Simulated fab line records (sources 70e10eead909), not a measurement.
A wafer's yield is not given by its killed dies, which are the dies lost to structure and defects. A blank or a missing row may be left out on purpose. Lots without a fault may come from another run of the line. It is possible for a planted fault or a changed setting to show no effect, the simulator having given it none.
Comparing a struck lot with a sound one / flow nand-harc / 14 out of 1302 route steps
Sound: wafers L231.2, L231.3, L231.6. Wafers L227.2, L227.4, L227.5 were the ones struck. Last of all comes the cause.
Each step with rows lists, per side, the tool, then ch with its chambers, then its first start. Under that, the readings that differ: sound wafers / struck wafers / difference of the means / sigmas: that difference in standard deviations of wafers without a fault.
alike: words and numbers the same on both sides, and readings whose means are apart by under 2 such deviations; not compared: readings that were withheld, readings missing a value for some wafer, numbers with overlapping values and no deviation given by the record, and bounds like >300 which may hide the same value.
A row with sigmas, a row that says differs or no value, or rows on one side alone: a step with any of these is where the two part. Numbers that have no deviation but don't overlap get no sigmas and don't part them. Lack of a reading on every wafer of one side parts them only where that side has two or more wafers.

first, 1 step without rows for these wafers: NHARC_A_ONON_D1_DEP_03 (target thk 1000 nm).
NHARC_A_ONON_D1_THK_MEAS_05: measures by ellipsometry.
  sound on film-metro-02 at day 14 07:44; struck on film-metro-02 at day 12 17:01
  alike: thk-nm
after that, 1 step with no rows for these wafers: NHARC_A_ONON_D1_DEP_06 (target thk 1000 nm).
NHARC_A_ONON_D1_THK_MEAS_08: measures by ellipsometry.
  sound on film-metro-01 at day 14 08:18; struck on film-metro-01 at day 12 17:34
  alike: thk-nm
after that, 1 step with no rows for these wafers: NHARC_A_ONON_D1_DEP_09 (target thk 1000 nm).
NHARC_A_ONON_D1_THK_MEAS_11: measures by ellipsometry.
  sound on film-metro-01 at day 14 08:52; struck on film-metro-02 at day 12 18:08
  alike: thk-nm
after that, 1 step with no rows for these wafers: NHARC_A_ONON_D1_DEP_12 (target thk 1000 nm).
NHARC_A_ONON_D1_THK_MEAS_14: measures by ellipsometry.
  sound on film-metro-02 at day 14 09:26; struck on film-metro-02 at day 12 18:42
  alike: thk-nm
then, 2 steps without rows for these wafers: NHARC_A_ONON_D1_ANNEAL_15 (time 3600 s); NHARC_A_ONON_D1_DEP_16 (target thk 1000 nm).
NHARC_A_ONON_D1_THK_MEAS_18: measures by ellipsometry.
  sound on film-metro-01 at day 14 20:38; struck on film-metro-02 at day 13 02:27
  alike: thk-nm
NHARC_A_ONON_D1_DEP_19: target thk 1000 nm.
  sound on pecvd-onon-01 ch 0, day 14 20:45; struck on pecvd-onon-02 ch 0, day 13 02:34
NHARC_A_ONON_D1_THK_MEAS_21: measures by ellipsometry.
  sound on film-metro-01 at day 14 21:12; struck on film-metro-01 at day 13 03:01
reading=thk-nm (nm); sound=1006 1004 1005; struck=956 955 957; difference=-49; sigmas=-7
after that, 1 step with no rows for these wafers: NHARC_A_ONON_D1_DEP_22 (target thk 1000 nm).

== WHERE THEY PART ==
Only at NHARC_A_ONON_D1_THK_MEAS_21, as far as this record shows.

WHY: whatever the simulator had introduced
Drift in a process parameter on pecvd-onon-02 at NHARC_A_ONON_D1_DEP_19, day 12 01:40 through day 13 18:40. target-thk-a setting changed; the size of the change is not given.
